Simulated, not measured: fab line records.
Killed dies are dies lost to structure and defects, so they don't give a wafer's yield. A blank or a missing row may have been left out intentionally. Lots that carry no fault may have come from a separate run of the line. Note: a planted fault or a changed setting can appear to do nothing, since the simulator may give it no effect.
A lot that was struck, set against a sound lot :: flow n5-finfet :: 40 out of 1938 route steps
Sound: these wafers, L199.3, L199.4, L199.5. Struck: wafers L208.1, L208.2, L208.6. The cause comes at the end.
Per side, at each step with rows, come the tool, then ch with its chambers, and then its first start. Under that, the readings that differ: sound wafers :: struck wafers :: difference of the means :: sigmas: that difference in standard deviations of wafers without a fault.
alike: a reading whose means differ by less than 2 such deviations, as well as words and numbers matching on both sides. not compared: withheld readings; readings where some wafer has no value; bounds like >300 that might hide an equal value; numbers whose values overlap and for which the record gives no deviation.
The two part at a step that has a row with sigmas, a row that says differs or no value, or rows on one side only. Numbers that don't overlap but have no deviation are shown without sigmas and don't part them. A reading that every wafer of one side lacks parts them only if that side has two wafers or more.

first, 11 steps without rows for these wafers: N5_BEOL_M0_SAQP_PECVD_03 (deposits SiCN from 3MS/NH3, target thk 12 nm, time 21.1 s); N5_BEOL_M0_SAQP_PECVD_96 (deposits a-Si from SiH4/He, target thk 45 nm, time 45.2 s); N5_BEOL_M0_SAQP_PECVD_97 (deposits SiNx from SiH4/NH3/N2, target thk 23 nm, time 19.9 s); N5_BEOL_M0_SAQP_PECVD_04 (deposits a-Si from SiH4/He, target thk 60 nm, time 60.2 s); N5_BEOL_M0_SAQP_HM_DEP_111 (deposits SiO2 from SiH4/N2O, target thk 12 nm, time 7.2 s); N5_BEOL_M0_SAQP_COAT_81 (time 60 s, resist thk 100 nm); N5_BEOL_M0_SAQP_COAT_82 (time 60 s, resist thk 30 nm); N5_BEOL_M0_SAQP_COAT_08 (resist thk 90 nm); N5_BEOL_M0_SAQP_EBR_10; N5_BEOL_M0_SAQP_SOFTBAKE_09 (time 60 s); N5_BEOL_M0_SAQP_EXPOSE_11 (exposes mask M0 CORE, target cd 42 nm).
N5_BEOL_M0_SAQP_PEB_12: peb time 60 s.
  sound on litho-track-04 ch 0, day 6 05:08; struck on litho-track-04 ch 0, day 8 10:04
then, 1 step without rows for these wafers: N5_BEOL_M0_SAQP_DEVELOP_13 (develop time 30 s).
N5_BEOL_M0_SAQP_CD_MEAS_14 targets a cd of 42.5 nm.
  sound on cd-sem-01 ch 0, day 6 05:12; struck on cd-sem-02 ch 0, day 8 10:08
reading: cd-nm (nm)
sound: 42.5 41.8 42.7
struck: 51.9 51.8 52.4
difference: +9.7
sigmas: +26
then, 24 steps without rows for these wafers: N5_BEOL_M0_SAQP_DESCUM_19 (chemistry O2, time 7.9 s); N5_BEOL_M0_SAQP_ETCH_83 (etches SiARC in CF4, target depth 39 nm, time 65 s); N5_BEOL_M0_SAQP_ETCH_84 (etches SOC in N2/H2, target depth 100 nm, overetch 20 nm, time 150 s); N5_BEOL_M0_SAQP_STRIP_80 (strips in N2/H2); N5_BEOL_M0_SAQP_HM_OPEN_112 (chemistry CHF3/O2, target SiO2, stops on a-Si, target depth 12 nm, time 13.5 s); N5_BEOL_M0_SAQP_STRIP_113 (strips in CHF3/O2); N5_BEOL_M0_SAQP_MANDREL_ETCH_20 (etches a-Si in HBr/Cl2, stops on SiNx, target depth 60 nm, bt time 10 s, time 30 s); N5_BEOL_M0_SAQP_STRIP_86 (strips in N2/H2); N5_BEOL_M0_SAQP_STRIP_115 (strips in post etch residue remover, time 60 s); N5_BEOL_M0_SAQP_SRD_93 (time 30 s); N5_BEOL_M0_SAQP_RECESS_114 (chemistry HF/NH3, target SiO2, target depth 14.4 nm, afs cycles 3, sublimation time 60 s); N5_BEOL_M0_SAQP_SPACER1_ALD_98 (deposits SiO2, target thk 12.8 nm, pulse time 1 s, purge time 2 s); N5_BEOL_M0_SAQP_SPACER1_ETCHBACK_99 (etches SiO2 in CHF3/O2, target depth 15.4 nm, time 7.7 s); N5_BEOL_M0_SAQP_MANDREL1_REMOVE_100 (chemistry HBr/Cl2/O2, target a-Si, stops on SiNx, bt time 10 s); N5_BEOL_M0_SAQP_ETCH_101 (etches SiNx in CH3F/O2, target depth 29.9 nm, time 42.7 s); N5_BEOL_M0_SAQP_ETCH_102 (etches SiO2 in CF4, target depth 4 nm, time 4.4 s); N5_BEOL_M0_SAQP_MANDREL_ETCH_103 (etches a-Si in HBr/Cl2, stops on SiCN, target depth 45 nm, bt time 10 s, time 27 s); N5_BEOL_M0_SAQP_RECESS_104 (chemistry HF/NH3, target SiO2, target depth 18 nm, afs cycles 3, sublimation time 60 s); N5_BEOL_M0_SAQP_COAT_105 (time 60 s, resist thk 100 nm); N5_BEOL_M0_SAQP_ETCH_106 (etches SOC in N2/H2, stops on SiNx, target depth 150 nm); N5_BEOL_M0_SAQP_ETCH_107 (etches SiNx in CH3F/O2, target depth 30 nm); N5_BEOL_M0_SAQP_STRIP_108 (strips in N2/H2); N5_BEOL_M0_SAQP_RECESS_109 (chemistry HF/NH3, target SiO2, target depth 3 nm, afs cycles 1, sublimation time 60 s); N5_BEOL_M0_SAQP_SPACER2_ALD_26 (deposits SiO2, target thk 15 nm, pulse time 1 s, purge time 2 s).
N5_BEOL_M4_RC_MEAS_101:
  the record has rows for the sound wafers here (prober-02 ch 0, day 8 07:54) and none for the struck ones
-- the record jumps here: 7 days lie between the struck wafers' starts before and after (it left off in module BEOL_M4 and takes up again in module PASSIVATION, whose first step shown is number 1936 of the route) --
N5_PASSIVATION_PROBE_49:
  struck on prober-01, day 15 00:12; sound on prober-02, day 12 10:00
reading: defect-limited-yield (%)
sound: 89.9 90.7 90.5
struck: 2.5 2.5 2.8
difference: -87.8
sigmas: -63

reading: killed_at_M0_to_M3
sound: 39 27 46
struck: 1099 1086 1098
difference: +1057
sigmas: +99 or more

reading: killed-at-contacts
sound: 24 25 13
struck: 3 8 9
difference: -14
sigmas: -2

reading: killed-dies
sound: 119 110 112
struck: 1150 1151 1147
difference: +1036
sigmas: +65

reading: killed-on-rim
sound: 11 14 18
struck: 152 152 152
difference: +138
sigmas: +34

reading: sort-n-pass
sound: 1061 1070 1068
struck: 30 29 33
difference: -1036
sigmas: -65

reading: sort-yield-pct (%)
sound: 89.9 90.7 90.5
struck: 2.5 2.5 2.8
difference: -87.8
sigmas: -63
  alike: killed_at_M4_up, killed-at-front-end, killed-at-other, killed-open, killed-short, sort_bin_5_function, sort_bin_6_memory

WHERE THEY PART
Last at N5_PASSIVATION_PROBE_49 as far as this record goes, first at N5_BEOL_M0_SAQP_CD_MEAS_14.

WHY: what had been put in by the simulator
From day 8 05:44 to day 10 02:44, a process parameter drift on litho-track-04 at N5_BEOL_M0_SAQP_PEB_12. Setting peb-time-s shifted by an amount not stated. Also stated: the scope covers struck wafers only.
